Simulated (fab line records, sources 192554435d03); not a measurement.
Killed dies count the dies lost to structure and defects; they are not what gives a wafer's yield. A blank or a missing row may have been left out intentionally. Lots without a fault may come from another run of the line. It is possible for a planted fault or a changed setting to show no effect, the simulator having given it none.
fab line records	flow n5Finfet
record: lots: 7	wafers: 39
route steps=1938 shown FIN_SAQP@96 DUMMY_GATE@228 SD_EPI_N@293 MOL_CONTACT_COAG@541 BEOL_M4@1111
startH: start of the lot's first displayed wafer, in hours after the record's first day	waitH: time in hours since the lot's previous step	" unchanged from the row above	L1.1+2: a row that stands for several wafers	- either no value or no given start	* or withheld: withheld	< > ~ a bound
route shown NAME@n: a module of which the file shows steps, and the number in the route of the first	usual: mean/standard deviation taken from wafers without a fault	same: alike in all rows	chamber/n: place in a boat	sites: the reading at each site	_std_site: standard deviation of those values	_edge_site: inner sites' mean taken away from outer sites' mean	radiusMm: for every site, how far away it sits from the centre of the wafer	mask NAME#n: copy n	behind: the most recent tool/chamber to have shaped the wafer	hold: what put the lot on hold/how long, in hours/how the hold closed	device: transistor that didn't switch, given as n, p or np	end of line: the route-end tests of the same wafers	a step without rows: its recipe alone	killed: count of dies lost to structure and defects at first sort (not the wafer's yield)	map: dies across one wafer; x = killed, . = not, _ = none there
set.NAME: the run value of the setting; set.NAME@STEP: its run value at that earlier step	model.NAME: the simulator's own value behind a step, which no gauge read
lots run with intentionally changed settings; tables by step, rows by wafer
== steps ==
step: N5_FIN_SAQP_HM_DEP_03
recipe: material: SiNx	targetThkA: 380	tempC: 400	precursor: SiH4/NH3/N2	pressureTorr: 1.5	rfW: 300	timeS: 33.6
step: N5_DUMMY_GATE_EXPOSE_12
recipe: maskId: GATE	na: 0.33	sourceShape: annular	sigmaInner: 0.2	sigmaOuter: 0.6	polarization: unpolarized	targetCdNm: 25	doseMj: 34
step: N5_DUMMY_GATE_ETCH_44
recipe: chemistry: HBr/O2	overEtchFrac: 0.7	targetDepthA: 1275	stopOn: SiO2	ionEnergyEv: 60	biasW: 20	target: poly-Si	maskMaterial: SiO2	pressureMtorr: 20	icpW: 400	HBr_flow_sccm: 120	O2_flow_sccm: 10
step: N5_DUMMY_GATE_ETCH_42
recipe: chemistry: CHF3/O2	target: SiO2	targetDepthA: 35	timeS: 31	ionEnergyEv: 30	biasW: 12	pressureMtorr: 30	sourceW: 600	Ar_flow_sccm: 200	CHF3_flow_sccm: 50	O2_flow_sccm: 5
step: N5_SD_EPI_N_LINER_46
recipe: material: SiNx	targetThkA: 30	tempC: 400	aldPrecursorFamily: SiH2I2	aldCoReactant: N2/H2-plasma	pressureTorr: 2
step: N5_MOL_CONTACT_COAG_IMPLANT_129
recipe: species: Ge	energyKev: 3	doseCm2: 6e+14	tiltDeg: 0	rotationDeg: 0
step: N5_MOL_CONTACT_COAG_SPUTTER_130
recipe: material: Co	targetThkA: 475	tempC: 25	chamberPressurePa: 0.5	powerW: 3000
step: N5_MOL_CONTACT_COAG_ALD_133
recipe: material: SiO2	targetThkA: 50	tempC: 100	aldPrecursorFamily: BDEAS	aldCoReactant: O2-plasma	pulseTimeS: 1	coReactantPulseTimeS: 1	purgeTimeS: 2	coReactantPurgeTimeS: 2	aldCycles: 35	pressureTorr: 2
step: N5_BEOL_M4_RC_MEAS_101
usual: DIBL_N: 36.5/1.4	DIBL_P: 36.6/1.9	IOFF_P_85C: 3.7/0.48	IOFF_P_LIN: 0.100/0.013	REXT_P: 100.2/1.8	SS_P: 73.4/0.61	VT_P_LVT: -99/3.4
lot.wafer	tool	chamber	startH	waitH	set.targetThkA@FIN_SAQP_HM_DEP_03	set.doseMj@DUMMY_GATE_EXPOSE_12	set.targetDepthA@DUMMY_GATE_ETCH_44	set.biasW@DUMMY_GATE_ETCH_42	set.targetThkA@SD_EPI_N_LINER_46	set.energyKev@MOL_CONTACT_COAG_IMPLANT_129	set.targetThkA@MOL_CONTACT_COAG_SPUTTER_130	set.tempC@MOL_CONTACT_COAG_ALD_133	DIBL_N[mV/V]	DIBL_P[mV/V]	IOFF_P_85C[nA/um]	IOFF_P_LIN[nA/um]	REXT_P[ohm.um]	SS_P[mV/dec]	VT_P_LVT[mV]
L077.1	prober-02	0	181.24	0.0	414.1	33.3	1135	12	30	3	435.9	96.94	34.3	35.2	3.4	0.096	98.6	72.4	-100
L077.2	"	0	"	"	380	34	1135	12	32.89	3	475	96.94	34.5	33.1	2.9	0.083	105.6	72.6	-104
L077.3	"	0	"	"	414.1	33.3	1275	12	32.89	2.693	435.9	100	34.8	33.6	2.9	0.081	104.8	72.9	-104
L077.4	"	0	"	"	380	33.3	1135	12	32.89	2.693	475	96.94	34.5	33.1	2.9	0.081	105.3	72.9	-104
L077.5	"	0	"	"	414.1	34	1275	12	30	2.693	435.9	100	36.6	37.8	4.0	0.108	101.8	73.6	-98
L077.6	"	0	"	"	380	34	1275	12	30	3	475	100	36.0	36.5	3.7	0.104	100.8	73.2	-99
L078.1	prober-02	0	195.26	0.0	353.2	31.53	1122	11.13	30	3	475	97.38	32.3	30.2	3.0	0.089	101.0	72.0	-98
L078.2	"	0	"	"	353.2	31.53	1122	12	32.89	3	508.9	97.38	30.7	26.7	2.1	0.067	107.3	71.0	-105
L078.3	"	0	"	"	380	31.53	1275	12	30	3	475	100	31.6	28.0	2.6	0.077	101.0	70.9	-102
L078.4	"	0	"	"	380	34	1275	12	30	3	508.9	100	37.0	34.7	3.8	0.106	103.4	72.8	-96
L078.5	"	0	"	"	353.2	34	1275	11.13	32.89	3	475	100	35.4	33.0	3.2	0.092	104.8	72.9	-98
L078.6	"	0	"	"	380	34	1122	11.13	32.89	3	508.9	97.38	37.3	34.9	3.7	0.103	106.0	73.3	-97
L080.1	prober-01	0	203.76	0.0	399.4	33.16	1389	13.02	30	3.29	475	98.45	33.3	33.7	3.3	0.091	100.3	72.8	-99
L080.2	"	0	"	"	399.4	34	1275	13.02	30	3	453.8	100	35.9	36.1	3.6	0.098	101.2	74.3	-99
L080.3	"	0	"	"	380	34	1389	12	30	3.29	453.8	100	37.2	38.6	4.2	0.112	101.2	73.9	-95
L080.4	"	0	"	"	399.4	33.16	1389	12	30	3	475	100	33.9	33.9	3.3	0.092	100.7	72.3	-98
L080.5	"	0	"	"	380	34	1275	13.02	30	3.29	453.8	98.45	35.1	35.9	3.6	0.099	101.3	73.7	-98
L080.6	"	0	"	"	380	33.16	1275	12	30	3	475	98.45	34.3	34.6	3.4	0.094	100.2	72.6	-100
L087.1	prober-02	0	261.62	0.4	410	34	1275	12	30	3	475	100	36.0	34.9	3.6	0.098	100.7	74.0	-98
L087.2	"	0	"	"	380	31.56	1275	12.98	33.15	3	409.9	100	31.0	27.9	2.3	0.068	104.8	71.8	-105
L087.3	"	0	"	"	410	31.56	1275	12	33.15	3	475	100	28.9	25.5	1.9	0.057	107.3	70.9	-107
L087.4	"	0	"	"	380	34	1275	12.98	33.15	3	409.9	102.6	36.7	34.5	3.3	0.089	105.4	73.9	-101
L087.5	"	0	"	"	380	31.56	1275	12	30	3	409.9	102.6	30.9	27.9	2.4	0.068	101.2	71.4	-104
L087.6	"	0	"	"	410	34	1275	12.98	30	3	475	102.6	35.3	34.8	3.6	0.099	100.6	73.2	-97
L089.1	prober-01	0	265.74	0.0	380	35.96	1275	12	34.2	3	475	98.79	40.9	41.0	4.0	0.103	107.3	74.3	-100
L089.2	"	0	"	"	405.3	34	1217	12	34.2	3.284	431.8	100	36.8	35.9	3.1	0.083	105.6	73.0	-104
L089.3	"	0	"	"	380	34	1217	12	30	3	475	100	39.7	39.8	4.2	0.112	99.5	74.5	-99
L089.4	"	0	"	"	405.3	35.96	1275	11.29	30	3.284	431.8	100	39.8	41.1	4.6	0.117	101.1	74.4	-98
L089.5	"	0	"	"	380	34	1275	11.29	30	3.284	475	98.79	37.9	39.0	4.0	0.106	98.7	74.1	-100
L089.6	"	0	"	"	405.3	35.96	1217	11.29	34.2	3	431.8	98.79	38.7	38.1	3.5	0.092	105.0	74.5	-103
L092.1	prober-01	0	289.23	0.0	430.7	36.18	1275	12	30	3.858	535.1	100	39.2	39.3	4.1	0.106	99.4	74.3	-99
L092.2	"	0	"	"	430.7	36.18	1215	10.82	30	3.858	535.1	100	41.5	42.9	5.1	0.128	98.4	75.2	-96
L092.3	"	0	"	"	380	34	1215	12	30	3	475	100	38.3	38.6	3.8	0.102	99.4	73.7	-100
L092.4	"	0	"	"	380	36.18	1275	10.82	30	3	535.1	102.4	41.4	42.6	5.0	0.129	98.0	74.5	-96
L092.5	"	0	"	"	430.7	34	1215	10.82	30	3.858	475	102.4	38.8	40.3	4.5	0.118	97.9	74.7	-96
L092.6	"	0	"	"	380	34	1275	12	30	3	475	102.4	38.6	38.5	3.9	0.103	99.5	73.6	-100
L094.3	prober-02	0	289.88	0.3	380	34	1275	12	30	3	475	100	34.9	34.9	3.3	0.088	98.9	73.2	-104
L094.4	"	0	"	"	380	34	1275	12	30	3	475	100	35.6	36.2	3.5	0.089	98.6	73.5	-105
L094.6	"	0	"	"	380	34	1275	12	30	3	475	100	34.6	33.9	3.1	0.083	99.6	73.2	-107
== key ==
split: step: N5_FIN_SAQP_HM_DEP_03	setting: targetThkA	statedAs: 380
response none clear
split: step: N5_DUMMY_GATE_EXPOSE_12	setting: doseMj	statedAs: 34
response: step: N5_BEOL_M4_RC_MEAS_101	reading: DIBL_N	slope: +0.61	per: 1%	togetherWith: all	explained: 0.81
response: step: N5_BEOL_M4_RC_MEAS_101	reading: DIBL_P	slope: +0.771	per: 1%	togetherWith: all	explained: 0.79
response: step: N5_BEOL_M4_RC_MEAS_101	reading: IOFF_P_85C	slope: +0.136	per: 1%	togetherWith: all	explained: 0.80
response: step: N5_BEOL_M4_RC_MEAS_101	reading: SS_P	slope: +0.238	per: 1%	togetherWith: all	explained: 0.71
response: step: N5_BEOL_M4_RC_MEAS_101	reading: IOFF_P_LIN	slope: +0.00305	per: 1%	togetherWith: all	explained: 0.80
split: step: N5_DUMMY_GATE_ETCH_44	setting: targetDepthA	statedAs: 1275
response none clear
split: step: N5_DUMMY_GATE_ETCH_42	setting: biasW	statedAs: 12
response none clear
split: step: N5_SD_EPI_N_LINER_46	setting: targetThkA	statedAs: 30
response: step: N5_BEOL_M4_RC_MEAS_101	reading: REXT_P	slope: +0.463	per: 1%	togetherWith: all	explained: 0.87
response: step: N5_BEOL_M4_RC_MEAS_101	reading: IOFF_P_LIN	slope: -0.00143	per: 1%	togetherWith: all	explained: 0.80
response: step: N5_BEOL_M4_RC_MEAS_101	reading: VT_P_LVT	slope: -0.338	per: 1%	togetherWith: all	explained: 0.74
split: step: N5_MOL_CONTACT_COAG_IMPLANT_129	setting: energyKev	statedAs: 3
response none clear
split: step: N5_MOL_CONTACT_COAG_SPUTTER_130	setting: targetThkA	statedAs: 475
response none clear
split: step: N5_MOL_CONTACT_COAG_ALD_133	setting: tempC	statedAs: 100
response none clear
